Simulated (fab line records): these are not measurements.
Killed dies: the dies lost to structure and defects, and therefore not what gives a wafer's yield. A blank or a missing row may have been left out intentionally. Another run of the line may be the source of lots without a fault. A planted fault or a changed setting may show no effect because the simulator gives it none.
fab line records | flow n5-finfet
[record] lots = 9 wafers = 26 last-day = 17
route steps=1938 shown HKMG_FIN@401 BEOL_M4@1111 PASSIVATION@1936
lots with no fault: from the same line, run without faults
start-h: hours from the record's first day to the start of the lot's first wafer shown | wait-h: hours from the lot's prior step to this one | " identical to the entry in the row above | L1.1+2: several wafers, shown together as one row | - either no value or no given start | * or withheld: withheld | < > ~ a bound
route shown NAME@n: names a module that has steps shown in the file, with the first one's number in the route | usual: mean and standard deviation over wafers with no fault | same: alike in all rows | chamber/n: place in a boat | sites: readings site by site | _std_site: the values' standard deviation | _edge_site: mean of outer sites minus mean of inner sites | radius-mm: for every site, how far away it sits from the centre of the wafer | mask NAME#n: copy n | behind: the most recent tool/chamber to have shaped the wafer | hold: reason for holding the lot/hours on hold/outcome of the hold | device: names the non-switching transistor (n, p or np) | end of line: at the end of the route, the tests of the same wafers | where a step has no rows: the recipe by itself | killed: the dies lost at the first sort to structure and to defects; this is not the yield of the wafer | map: a wafer's dies, marking killed ones x, the rest . and places with no die _
set.NAME: the setting the step ran with; set.NAME@STEP: the setting that earlier step ran with | model.NAME: the simulator's own value behind a step, which no gauge read
the route's steps for a sample of lots (tables are steps, rows are wafers)
services: from which hour (start-h, from the record's first day; less than 0 if before it) a tool's chamber was out of use, for how many hours, and why
[[steps]]
[step N5_HKMG_FIN_DESCUM_53]
[recipe] chemistry = O2 time-s = 7.9 source-power-w = 50 bias-power-w = 20 pressure-mtorr = 20 rf-frequency-hz = 2.712e+07 temp-c = 40 resist = CAR-ArF o2-flow-sccm = 225
[usual] drypump-motor-current-A = 5.7/0.4 oes-product-au = 0.79/0.088 rf-vpp-V = 243.2/1.4 showerhead-plenum-p-Torr = 2.10/0.066 throttle-valve-pct = 20.45/0.25
// columns lot.wafer tool chamber start-h wait-h drypump-motor-current-A oes-product-au rf-hours-counter-h rf-vpp-V showerhead-plenum-p-Torr throttle-valve-pct
L854.2 rie-diel-06 1 82.22 0.0 5.7 0.71 214 241.5 1.97 20.66
L854.5 " 1 " " 5.7 0.72 - 242.5 1.97 20.66
L854.6 " 2 " " 5.3 0.96 - 244.0 2.14 20.15
L857.3 rie-diel-01 2 102.66 0.0 5.3 0.69 241 244.1 2.14 20.64
L857.4 " 1 " " 5.4 0.75 168 243.2 2.07 20.55
L857.6 " 2 " " 5.3 0.70 - 243.9 2.14 20.67
L858.1 rie-diel-01 1 110.49 0.0 5.3 0.76 171 241.8 2.07 20.54
L858.2 " 3 " " 5.4 0.87 53 244.8 2.14 20.62
L858.6 " 2 " " 5.3 0.69 - 244.1 2.14 20.64
L864.2 rie-diel-06 2 145.27 0.0 5.3 0.94 30 243.6 2.13 20.17
L864.4 " 3 " " 6.0 0.79 98 243.3 2.10 20.24
L864.6 " 3 " " 6.0 0.79 - 244.4 2.10 20.25
L866.2 rie-diel-01 0 157.12 0.1 6.5 0.91 24 245.0 2.21 20.02
L866.3 " 2 " " 5.3 0.96 3 243.8 2.13 20.34
L866.4 " 1 " " 5.4 0.73 191 243.0 2.07 20.57
L870.2 rie-diel-04 2 178.96 0.0 5.5 0.73 176 243.1 2.10 20.72
L870.3 " 0 " " 5.9 0.74 140 242.0 2.03 20.31
L870.4 " 3 " " 6.1 0.74 160 241.4 2.02 20.27
L871.1 rie-diel-06 3 189.15 0.4 6.0 0.77 116 243.0 2.09 20.27
L871.4 " 3 " " 6.0 0.77 - 243.6 2.09 20.26
L872.1 rie-diel-04 3 193.13 0.0 6.1 0.73 166 241.2 2.01 20.27
L872.3 " 0 " " 5.9 0.74 145 243.1 2.03 20.31
L872.5 " 3 " " 6.1 0.74 - 242.0 2.01 20.27
L875.4 rie-diel-01 2 209.02 0.0 5.3 0.90 22 243.7 2.12 20.36
L875.5 " 1 " " 5.3 0.72 - 242.6 2.06 20.59
L875.6 " 2 " " 5.3 0.89 - 244.7 2.12 20.35
[step N5_HKMG_FIN_ETCH_54]
[recipe] chemistry = CF4 target = SiARC target-depth-a = 455 mask-material = CAR-ArF time-s = 75.8 ion-energy-ev = 80 pressure-mtorr = 40 source-w = 545 bias-w = 36 Ar_flow_sccm = 100 cf4-flow-sccm = 100 ends = cleared
[usual] drypump-motor-current-A = 5.7/0.4 etch-rf-on-time-s = 75.8/2.5 oes-product-au = 0.67/0.075 rf-vpp-V = 184.2/1.3 showerhead-plenum-p-Torr = 2.15/0.068 throttle-valve-pct = 15.65/0.27
// columns lot.wafer tool chamber start-h wait-h drypump-motor-current-A etch-rf-on-time-s oes-product-au rf-hours-counter-h rf-vpp-V showerhead-plenum-p-Torr throttle-valve-pct
L854.2 rie-diel-06 1 82.25 0.0 5.7 75.4 0.62 214 182.1 2.03 15.88
L854.5 " 1 " " 5.7 76.1 0.61 - 182.2 2.03 15.89
L854.6 " 2 " " 5.3 74.4 0.82 - 184.6 2.19 15.32
L857.3 rie-diel-01 2 102.69 0.0 5.3 77.7 0.59 241 185.3 2.21 15.99
L857.4 " 1 " " 5.4 78.9 0.63 168 182.5 2.15 15.87
L857.6 " 2 " " 5.3 78.2 0.59 - 183.6 2.20 15.98
L858.1 rie-diel-01 1 110.52 0.0 5.4 78.7 0.64 171 183.7 2.15 15.90
L858.2 " 3 " " 5.4 72.2 0.75 53 185.1 2.18 15.69
L858.6 " 2 " " 5.3 77.8 0.59 - 186.1 2.20 16.01
L864.2 rie-diel-06 2 145.31 0.0 5.3 75.1 0.78 30 185.2 2.19 15.36
L864.4 " 3 " " 6.0 74.5 0.68 98 185.4 2.14 15.41
L864.6 " 3 " " 6.0 74.3 0.68 - 184.5 2.14 15.42
L866.2 rie-diel-01 0 157.16 0.0 6.5 74.7 0.78 24 186.0 2.26 15.24
L866.3 " 2 " " 5.3 76.1 0.83 3 183.2 2.20 15.53
L866.4 " 1 " " 5.4 77.9 0.62 191 184.9 2.14 15.93
L870.2 rie-diel-04 2 178.99 0.0 5.5 78.7 0.61 176 185.5 2.13 15.81
L870.3 " 0 " " 5.9 75.6 0.64 140 183.9 2.06 15.40
L870.4 " 3 " " 6.1 72.8 0.65 160 181.5 2.06 15.43
L871.1 rie-diel-06 3 189.18 0.0 6.0 73.0 0.67 116 182.8 2.14 15.46
L871.4 " 3 " " 6.0 73.9 0.66 - 186.9 2.14 15.44
L872.1 rie-diel-04 3 193.17 0.0 6.1 72.0 0.65 166 182.0 2.06 15.43
L872.3 " 0 " " 5.9 76.0 0.64 145 183.7 2.06 15.38
L872.5 " 3 " " 6.1 72.2 0.66 - 183.0 2.06 15.44
L875.4 rie-diel-01 2 209.06 0.0 5.3 77.2 0.76 22 183.8 2.19 15.58
L875.5 " 1 " " 5.4 79.5 0.60 - 182.8 2.14 15.96
L875.6 " 2 " " 5.3 76.9 0.76 - 183.7 2.19 15.58
[step N5_HKMG_FIN_STRIP_57]
[recipe] chemistry = CF4 resist = SiARC power-w = 300 bias-power-w = 75 pressure-mtorr = 50 cf4-flow-sccm = 150 rf-frequency-hz = 6e+07
[usual] drypump-motor-current-A = 5.7/0.4 oes-product-au = 0.78/0.078 power-w = 300.2/0.92 rf-vpp-V = 271.3/1.4 showerhead-plenum-p-Torr = 1.80/0.055 throttle-valve-pct = 13.62/0.28
// columns lot.wafer tool chamber start-h wait-h drypump-motor-current-A oes-product-au power-w rf-hours-counter-h rf-vpp-V showerhead-plenum-p-Torr throttle-valve-pct
L854.2 rie-diel-06 1 82.50 0.0 5.7 0.72 300.2 214 268.1 1.70 13.89
L854.5 " 1 " " 5.7 0.72 300.0 - 270.3 1.70 13.90
L854.6 " 2 " " 5.3 0.94 300.6 - 271.6 1.82 13.20
L857.3 rie-diel-01 2 102.94 0.0 5.3 0.70 300.0 242 271.6 1.85 13.99
L857.4 " 1 " " 5.4 0.75 299.0 168 272.2 1.79 13.83
L857.6 " 2 " " 5.3 0.70 299.7 - 272.2 1.85 13.98
L858.1 rie-diel-01 1 110.77 0.0 5.3 0.75 298.4 171 271.4 1.79 13.81
L858.2 " 3 " " 5.4 0.85 300.2 53 271.8 1.84 13.66
L858.6 " 2 " " 5.3 0.69 300.5 - 271.8 1.85 14.00
L864.2 rie-diel-06 2 145.55 0.0 5.3 0.91 299.8 30 271.6 1.82 13.26
L864.4 " 3 " " 6.0 0.77 298.7 98 272.0 1.79 13.38
L864.6 " 3 " " 6.0 0.77 300.2 - 271.3 1.79 13.40
L866.2 rie-diel-01 0 157.41 0.0 6.5 0.89 302.4 24 271.7 1.89 13.17
L866.3 " 2 " " 5.3 0.96 301.5 3 272.2 1.84 13.44
L866.4 " 1 " " 5.4 0.74 300.7 191 271.2 1.79 13.87
L870.2 rie-diel-04 2 179.24 0.0 5.5 0.73 300.8 176 272.9 1.79 13.80
L870.3 " 0 " " 5.9 0.75 300.7 140 269.6 1.73 13.38
L870.4 " 3 " " 6.1 0.74 299.8 160 270.5 1.74 13.46
L871.1 rie-diel-06 3 189.43 0.0 6.0 0.76 300.7 116 271.9 1.78 13.42
L871.4 " 3 " " 6.0 0.75 300.6 - 271.1 1.78 13.43
L872.1 rie-diel-04 3 193.42 0.0 6.1 0.73 299.1 166 268.9 1.74 13.48
L872.3 " 0 " " 5.9 0.74 300.8 145 270.0 1.73 13.38
L872.5 " 3 " " 6.1 0.72 300.4 - 269.7 1.74 13.47
L875.4 rie-diel-01 2 209.30 0.0 5.3 0.88 300.6 22 271.9 1.84 13.48
L875.5 " 1 " " 5.4 0.73 299.6 - 271.1 1.78 13.90
L875.6 " 2 " " 5.3 0.89 299.6 - 272.1 1.84 13.51
[step N5_HKMG_FIN_COAT_30]
[recipe] resist = SiARC temp-c = 220 time-s = 60 spin-rpm = 1500 resist-thk-nm = 35
[usual] spin-speed-rpm = 1499.9/1
// columns lot.wafer tool chamber start-h wait-h spin-speed-rpm
L854.2 litho-track-01 0 85.14 - 1501.6
L854.5 " 0 " " 1500.7
L854.6 " 0 " " 1500.1
L857.3 litho-track-01 0 105.60 - 1501.0
L857.4 " 0 " " 1502.0
L857.6 " 0 " " 1499.3
L858.1 litho-track-05 0 113.59 - 1499.1
L858.2 " 0 " " 1500.2
L858.6 " 0 " " 1500.1
L864.2 litho-track-01 0 148.21 - 1613.3
L864.4 " 0 " " 1613.0
L864.6 " 0 " " 1613.0
L866.2 litho-track-01 0 160.27 - 1614.8
L866.3 " 0 " " 1613.7
L866.4 " 0 " " 1613.6
L870.2 litho-track-02 0 182.33 - 1500.3
L870.3 " 0 " " 1501.3
L870.4 " 0 " " 1500.1
L871.1 litho-track-05 0 192.07 - 1498.4
L871.4 " 0 " " 1500.4
L872.1 litho-track-05 0 196.06 - 1501.6
L872.3 " 0 " " 1499.6
L872.5 " 0 " " 1498.4
L875.4 litho-track-05 0 211.94 - 1500.4
L875.5 " 0 " " 1501.0
L875.6 " 0 " " 1501.0
[step N5_BEOL_M4_RC_MEAS_101]
[usual] DIBL_N = 36.6/1.8 DIBL_P = 37.1/2.1 IOFF_N = 0.17/0.033 IOFF_P = 0.23/0.039 ION_N = 681/13 ION_P = 467/8.7 SS_N = 71.6/0.59 SS_P = 73.4/0.63 VT_N = 249/3.4 VT_P = -249/3.7
// columns lot.wafer tool chamber start-h wait-h DIBL_N[mV/V] DIBL_P[mV/V] IOFF_N[nA/um] IOFF_P[nA/um] ION_N[uA/um] ION_P[uA/um] SS_N[mV/dec] SS_P[mV/dec] VT_N[mV] VT_P[mV]
L854.2 prober-01 0 184.07 0.2 38.0 40.2 0.19 0.25 693 471 71.1 73.5 245 -248
L854.5 " 0 " " 38.2 38.5 0.18 0.21 672 456 71.4 72.3 249 -251
L854.6 " 0 " " 38.5 40.0 0.18 0.24 686 468 71.2 73.1 249 -248
L857.3 prober-01 0 203.14 0.3 32.4 32.3 0.11 0.14 664 453 70.3 72.2 253 -255
L857.4 " 0 " " 37.3 37.8 0.19 0.21 687 466 72.4 73.7 246 -250
L857.6 " 0 " " 35.6 35.1 0.15 0.17 676 462 72.0 72.6 251 -256
L858.1 prober-02 0 215.87 0.0 37.5 38.9 0.18 0.21 692 469 71.5 73.4 248 -253
L858.2 " 0 " " 37.0 38.5 0.18 0.22 690 468 71.0 73.3 248 -251
L858.6 " 0 " " 37.9 38.8 0.18 0.21 673 455 71.7 73.7 253 -254
L864.2 prober-02 0 244.53 0.2 32.8 33.6 0.11 0.20 665 464 71.2 73.2 254 -248
L864.4 " 0 " " 36.2 38.0 0.18 0.28 690 478 71.0 74.2 245 -245
L864.6 " 0 " " 34.1 34.3 0.13 0.20 672 463 70.5 72.9 254 -246
L866.2 prober-02 0 262.85 0.2 36.9 38.0 0.18 0.20 693 464 71.8 74.5 248 -251
L866.3 " 0 " " 36.6 36.7 0.15 0.17 659 448 73.0 73.7 252 -257
L866.4 " 0 " " 34.4 34.3 0.12 0.14 656 446 71.8 73.4 253 -259
L870.2 prober-01 0 285.85 0.2 41.1 37.9 0.23 0.26 681 464 72.8 73.4 247 -248
L870.3 " 0 " " 38.7 36.7 0.17 0.24 688 470 71.3 73.5 252 -248
L870.4 " 0 " " 42.3 40.7 0.27 0.31 699 473 72.5 74.0 245 -246
L871.1 prober-02 0 287.36 0.0 36.7 37.5 0.18 0.25 688 472 72.1 73.5 248 -245
L871.4 " 0 " " 37.9 38.8 0.19 0.26 673 462 72.6 74.4 247 -247
L872.1 prober-02 0 291.15 0.0 38.1 39.0 0.21 0.29 691 475 71.5 73.3 243 -243
L872.3 " 0 " " 34.8 35.4 0.14 0.23 673 476 71.7 72.8 249 -244
L872.5 " 0 " " 36.8 37.6 0.17 0.28 699 487 71.0 72.7 247 -242
L875.4 prober-01 0 300.35 0.5 37.6 36.1 0.19 0.23 680 465 71.9 73.3 248 -248
L875.5 " 0 " " 35.7 34.1 0.15 0.19 683 460 71.6 72.8 249 -250
L875.6 " 0 " " 35.8 33.4 0.14 0.19 659 454 71.4 72.7 251 -250
[step N5_PASSIVATION_PROBE_49]
[usual] defect-limited-yield = 91.1/1.4 killed_at_M0_to_M3 = 32/9.4 killed_at_M4_up = 14/5.1 killed-at-contacts = 11/5.5 killed-at-front-end = 44/13 killed-at-other = 4/3.2 killed-dies = 104/16 killed-open = 70/12 killed-short = 33/7.8 sort_bin_5_function = 5.1/0.91 sort_bin_6_memory = 3.4/0.63 sort-n-pass = 1075/16 sort-yield-pct = 91.2/1.4
[same] gross-dies = 1180 killed-at-back-side = 0 sort_bin_4_leakage[%] = 0 sort_bin_8_speed[%] = 0
// columns lot.wafer tool chamber start-h wait-h defect-limited-yield[%] killed_at_M0_to_M3 killed_at_M4_up killed-at-contacts killed-at-front-end killed-at-other killed-dies killed-open killed-short sort_bin_5_function[%] sort_bin_6_memory[%] sort-n-pass sort-yield-pct[%]
L854.2 prober-01 - 287.97 0.1 92.6 32 15 7 30 3 87 57 30 3.8 3.3 1093 92.6
L854.5 prober-01 - 288.12 0.2 92.5 28 19 14 28 0 89 61 27 4.3 3.1 1091 92.5
L854.6 prober-01 - 288.17 0.3 93.2 30 16 8 23 3 80 50 30 3.9 2.7 1100 93.2
L857.3 prober-01 - 300.91 0.3 93.1 35 13 4 26 3 81 55 25 4.0 2.5 1099 93.1
L857.4 prober-01 - 300.96 0.4 91.1 35 12 7 46 5 105 66 39 5.0 3.7 1075 91.1
L857.6 prober-01 - 301.06 0.5 92.4 31 10 9 40 0 90 61 29 4.5 3.1 1090 92.4
L858.1 prober-02 - 315.08 0.0 92.2 36 11 8 36 1 92 66 25 4.2 3.4 1088 92.2
L858.2 prober-02 - 315.13 0.1 92.6 31 17 15 23 1 87 60 27 4.5 2.5 1093 92.6
L858.6 prober-02 - 315.33 0.3 92.4 33 19 8 29 1 90 57 33 4.5 2.8 1090 92.4
L864.2 prober-02 - 339.70 0.6 90.8 37 5 7 57 3 109 58 50 6.2 2.7 1071 90.8
L864.4 prober-02 - 339.80 0.7 91.9 18 7 13 51 6 95 56 39 5.3 2.5 1085 91.9
L864.6 prober-02 - 339.90 0.8 91.6 15 20 12 49 3 99 58 41 4.8 3.3 1081 91.6
L866.2 prober-01 - 367.93 0.1 92.8 18 10 7 35 15 85 53 32 4.3 2.4 1095 92.8
L866.3 prober-01 - 367.98 0.1 93.1 20 10 14 32 5 81 54 27 3.8 2.9 1099 93.1
L866.4 prober-01 - 368.03 0.2 91.6 32 12 12 36 7 99 79 17 4.5 3.3 1081 91.6
L870.2 prober-01 - 384.28 0.1 89.1 43 10 21 53 2 129 89 39 6.3 4.2 1051 89.1
L870.3 prober-01 - 384.33 0.1 88.6 47 24 16 46 2 135 92 42 6.9 4.2 1045 88.6
L870.4 prober-01 - 384.38 0.2 89.7 32 22 4 51 12 121 79 41 6.1 3.6 1059 89.7
L872.1 prober-02 - 396.01 0.0 89.9 49 13 13 43 1 119 75 44 5.6 4.2 1061 89.9
L872.3 prober-02 - 396.11 0.1 90.7 46 5 15 42 2 110 67 43 5.5 3.5 1070 90.7
L872.5 prober-02 - 396.21 0.2 91.1 37 10 17 40 1 105 71 34 5.8 2.5 1075 91.1
L871.1 prober-01 - 396.30 0.0 90.9 29 17 8 41 12 107 77 30 5.1 3.8 1073 90.9
L871.4 prober-01 - 396.45 0.2 90.3 13 21 4 71 6 115 73 42 5.3 4.2 1065 90.3
L875.4 prober-02 - 401.25 0.2 89.1 31 24 11 60 3 129 104 23 5.6 5.2 1051 89.1
L875.5 prober-02 - 401.30 0.2 90.3 36 21 4 50 4 115 83 29 6.3 3.1 1065 90.3
L875.6 prober-02 - 401.35 0.3 90.5 52 16 5 36 3 112 82 29 5.9 3.1 1068 90.5
// killed by level:class
L854.2 FIN_SAQP:geometric-particle:short=7 MOL_CONTACT_COAG:geometric-particle:open=7 BEOL_M0_SAQP:geometric-particle:short=7 BEOL_M3:geometric-particle:open=7 FIN_SAQP:geometric-particle:open=6 BEOL_M0_SAQP:geometric-particle:open=5 BEOL_M1:geometric-particle:open=4 BEOL_M3:geometric-particle:short=4
L854.5 MOL_CONTACT_COAG:geometric-particle:open=11 BEOL_M4:geometric-particle:open=9 BEOL_M0_SAQP:geometric-particle:open=8 BEOL_M0_SAQP:geometric-particle:short=6 BEOL_M3:geometric-particle:open=6 STI_FIN_REVEAL:geometric-particle:open=5 FIN_SAQP:geometric-particle:short=4 DUMMY_GATE:geometric-particle:open=4
L854.6 BEOL_M0_SAQP:geometric-particle:short=12 BEOL_M0_SAQP:geometric-particle:open=7 BEOL_M1:geometric-particle:open=7 FIN_SAQP:geometric-particle:short=6 MOL_CONTACT_COAG:geometric-particle:open=6 BEOL_M4:geometric-particle:open=5 GATE_CUT:geometric-particle:short=4 BEOL_M6:geometric-particle:open=3
L857.3 BEOL_M3:geometric-particle:open=9 BEOL_M2:geometric-particle:open=9 BEOL_M0_SAQP:geometric-particle:short=8 FIN_SAQP:geometric-particle:open=6 STI_FIN_REVEAL:geometric-particle:open=5 GATE_CUT:geometric-particle:short=5 BEOL_M0_SAQP:geometric-particle:open=4 BEOL_M4:geometric-particle:open=4
L857.4 BEOL_M0_SAQP:geometric-particle:short=10 FIN_SAQP:geometric-particle:short=9 BEOL_M0_SAQP:geometric-particle:open=8 STI_FIN_REVEAL:geometric-particle:open=7 MOL_CONTACT_COAG:geometric-particle:open=7 FIN_SAQP:geometric-particle:open=6 GATE_CUT:geometric-particle:open=6 GATE_CUT:geometric-particle:short=6
L857.6 BEOL_M3:geometric-particle:open=14 FIN_SAQP:geometric-particle:open=10 FIN_SAQP:geometric-particle:short=9 MOL_CONTACT_COAG:geometric-particle:open=9 BEOL_M0_SAQP:geometric-particle:open=8 STI_FIN_REVEAL:geometric-particle:open=6 BEOL_M0_SAQP:geometric-particle:short=5 GATE_CUT:geometric-particle:short=4
L858.1 FIN_SAQP:geometric-particle:open=13 BEOL_M0_SAQP:geometric-particle:open=10 STI_FIN_REVEAL:geometric-particle:open=9 BEOL_M4:geometric-particle:open=7 BEOL_M0_SAQP:geometric-particle:short=6 BEOL_M2:geometric-particle:open=6 BEOL_M3:geometric-particle:open=6 FIN_SAQP:geometric-particle:short=5
L858.2 MOL_CONTACT_COAG:geometric-particle:open=10 BEOL_M3:geometric-particle:open=10 FIN_SAQP:geometric-particle:open=9 BEOL_M1:geometric-particle:open=5 MOL_CONTACT_COAG:geometric-particle:short=5 BEOL_M0_SAQP:geometric-particle:open=5 BEOL_M4:geometric-particle:open=5 GATE_CUT:geometric-particle:open=3
L858.6 BEOL_M4:geometric-particle:open=13 BEOL_M2:geometric-particle:open=11 BEOL_M0_SAQP:geometric-particle:short=9 FIN_SAQP:geometric-particle:short=6 FIN_SAQP:geometric-particle:open=5 MOL_CONTACT_COAG:geometric-particle:open=5 BEOL_M1:geometric-particle:open=4 BEOL_M1:geometric-particle:short=4
L864.2 FIN_SAQP:geometric-particle:short=19 FIN_SAQP:geometric-particle:open=18 BEOL_M3:geometric-particle:open=8 BEOL_M0_SAQP:geometric-particle:short=7 MOL_CONTACT_COAG:geometric-particle:open=6 STARTING-WAFER:geometric-particle:short=5 GATE_CUT:geometric-particle:short=4 BEOL_M0_SAQP:geometric-particle:open=4
L864.4 FIN_SAQP:geometric-particle:open=19 FIN_SAQP:geometric-particle:short=10 MOL_CONTACT_COAG:geometric-particle:open=9 GATE_CUT:geometric-particle:short=7 BEOL_M2:geometric-particle:open=7 STI_FIN_REVEAL:geometric-particle:open=5 PASS1_CAP:geometric-particle:short=5 MOL_CONTACT_COAG:geometric-particle:short=4
L864.6 FIN_SAQP:geometric-particle:short=16 BEOL_M4:geometric-particle:open=13 MOL_CONTACT_COAG:geometric-particle:open=11 FIN_SAQP:geometric-particle:open=8 GATE_CUT:geometric-particle:short=8 STI_FIN_REVEAL:geometric-particle:open=6 BEOL_M0_SAQP:geometric-particle:open=4 BEOL_M1:geometric-particle:open=4
L866.2 FIN_SAQP:geometric-particle:open=6 BEOL_M0_SAQP:geometric-particle:open=6 BEOL_M3:geometric-particle:open=6 GATE_CUT:geometric-particle:short=5 MIM_TOP:geometric-particle:short=5 GATE_CUT:geometric-particle:open=4 DUMMY_GATE:geometric-particle:open=4 MOL_CONTACT_COAG:geometric-particle:open=4
L866.3 MOL_CONTACT_COAG:geometric-particle:open=13 FIN_SAQP:geometric-particle:short=8 FIN_SAQP:geometric-particle:open=6 DUMMY_GATE:geometric-particle:open=6 BEOL_M3:geometric-particle:open=4 BEOL_M4:geometric-particle:open=4 GATE_CUT:geometric-particle:short=3 GATE_CUT:geometric-particle:open=3
L866.4 MOL_CONTACT_COAG:geometric-particle:open=11 BEOL_M3:geometric-particle:open=10 STI_FIN_REVEAL:geometric-particle:open=9 BEOL_M4:geometric-particle:open=7 BEOL_M0_SAQP:geometric-particle:open=6 FIN_SAQP:geometric-particle:open=5 DUMMY_GATE:geometric-particle:open=5 BEOL_M1:geometric-particle:open=5
L870.2 STI_FIN_REVEAL:geometric-particle:open=25 MOL_CONTACT_COAG:geometric-particle:open=17 BEOL_M0_SAQP:geometric-particle:open=12 BEOL_M0_SAQP:geometric-particle:short=11 BEOL_M2:geometric-particle:open=6 BEOL_M2:geometric-particle:short=5 FIN_SAQP:geometric-particle:short=4 FIN_SAQP:geometric-particle:open=4
L870.3 STI_FIN_REVEAL:geometric-particle:open=20 MOL_CONTACT_COAG:geometric-particle:open=13 BEOL_M4:geometric-particle:open=12 BEOL_M3:geometric-particle:open=10 BEOL_M0_SAQP:geometric-particle:short=9 BEOL_M0_SAQP:geometric-particle:open=8 BEOL_M0:geometric-particle:open=8 FIN_SAQP:geometric-particle:short=7
L870.4 STI_FIN_REVEAL:geometric-particle:open=15 BEOL_M4:geometric-particle:open=11 FIN_SAQP:geometric-particle:short=9 DUMMY_GATE:geometric-particle:open=9 BEOL_M0_SAQP:geometric-particle:open=6 BEOL_M3:geometric-particle:open=6 FIN_SAQP:geometric-particle:open=5 BEOL_M0_SAQP:geometric-particle:short=5
L872.1 BEOL_M0_SAQP:geometric-particle:open=19 BEOL_M0_SAQP:geometric-particle:short=15 FIN_SAQP:geometric-particle:short=10 STI_FIN_REVEAL:geometric-particle:open=10 MOL_CONTACT_COAG:geometric-particle:open=10 FIN_SAQP:geometric-particle:open=7 BEOL_M2:geometric-particle:open=4 BEOL_M4:geometric-particle:open=4
L872.3 BEOL_M0_SAQP:geometric-particle:short=14 FIN_SAQP:geometric-particle:open=12 BEOL_M0_SAQP:geometric-particle:open=12 FIN_SAQP:geometric-particle:short=11 MOL_CONTACT_COAG:geometric-particle:open=11 BEOL_M3:geometric-particle:open=9 DUMMY_GATE:geometric-particle:open=7 MOL_CONTACT_COAG:geometric-particle:short=4
L872.5 FIN_SAQP:geometric-particle:open=13 MOL_CONTACT_COAG:geometric-particle:open=13 FIN_SAQP:geometric-particle:short=12 BEOL_M0_SAQP:geometric-particle:open=9 BEOL_M0_SAQP:geometric-particle:short=9 BEOL_M2:geometric-particle:open=6 BEOL_M3:geometric-particle:open=5 MOL_CONTACT_COAG:geometric-particle:short=4
L871.1 BEOL_M3:geometric-particle:open=13 FIN_SAQP:geometric-particle:short=11 STI_FIN_REVEAL:geometric-particle:open=9 FIN_SAQP:geometric-particle:open=8 BEOL_M4:geometric-particle:open=8 MOL_CONTACT_COAG:geometric-particle:open=6 BEOL_M1:geometric-particle:open=5 STARTING-WAFER:geometric-particle:open=5
L871.4 FIN_SAQP:geometric-particle:open=18 STI_FIN_REVEAL:geometric-particle:open=15 FIN_SAQP:geometric-particle:short=13 BEOL_M4:geometric-particle:open=11 GATE_CUT:geometric-particle:short=6 GATE_CUT:geometric-particle:open=6 BEOL_M0_SAQP:geometric-particle:open=5 DUMMY_GATE:geometric-particle:open=4
L875.4 STI_FIN_REVEAL:geometric-particle:open=29 MOL_CONTACT_COAG:geometric-particle:open=10 BEOL_M4:geometric-particle:open=10 BEOL_M2:geometric-particle:open=9 FIN_SAQP:geometric-particle:open=8 BEOL_M3:geometric-particle:open=7 BEOL_M0_SAQP:geometric-particle:open=6 GATE_CUT:geometric-particle:short=4
L875.5 FIN_SAQP:geometric-particle:open=18 BEOL_M2:geometric-particle:open=11 BEOL_M4:geometric-particle:open=8 FIN_SAQP:geometric-particle:short=7 BEOL_M5:geometric-particle:open=6 STARTING-WAFER:geometric-particle:short=5 DUMMY_GATE:geometric-particle:open=5 BEOL_M0_SAQP:geometric-particle:open=5
L875.6 BEOL_M2:geometric-particle:open=16 BEOL_M3:geometric-particle:open=11 DUMMY_GATE:geometric-particle:open=7 BEOL_M1:geometric-particle:open=7 FIN_SAQP:geometric-particle:open=6 GATE_CUT:geometric-particle:short=6 BEOL_M0_SAQP:geometric-particle:open=6 MOL_CONTACT_COAG:geometric-particle:open=5
[[services]]
// columns tool chamber start-h hours kind
rie-diel-06 1 62.28 16.9 repair
rie-diel-04 1 62.49 14.1 repair
rie-diel-06 - 70.57 2.8 pm
rie-diel-01 3 71.65 6.9 repair
rie-diel-01 0 79.98 - clean
rie-diel-01 0 79.98 - consumable-replace:focus-ring
rie-diel-01 0 79.98 - consumable-replace:showerhead
rie-diel-01 0 79.98 16.0 scheduled-down
rie-diel-01 0 79.98 16.0 vent-cycle
rie-diel-01 2 127.75 5.9 repair
rie-diel-06 3 132.13 5.1 repair
rie-diel-06 1 185.36 - clean
rie-diel-06 1 185.36 - consumable-replace:focus-ring
rie-diel-06 1 185.36 - consumable-replace:showerhead
rie-diel-06 1 185.36 11.7 scheduled-down
rie-diel-06 1 185.36 11.7 vent-cycle
rie-diel-06 3 201.78 4.3 repair
[[key]]
[first-sign] step = N5_HKMG_FIN_COAT_30 reading = spin-speed-rpm direction = up sigmas = 99+ usual = * struck = *
effect none on later readings
met-at N5_HKMG_FIN_COAT_30
struck-lots L864,L866
not-acting-at N5_HKMG_FIN_DESCUM_53,N5_HKMG_FIN_ETCH_54,N5_HKMG_FIN_STRIP_57
onset-between 105.60 148.21
[fault] kind = process-parameter-drift tool = litho-track-01 chamber = - onset-h = 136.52 steps = N5_HKMG_FIN_COAT_30 channel = spin-rpm offset = * shape = step end-h = 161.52 acts-in = * stated = *
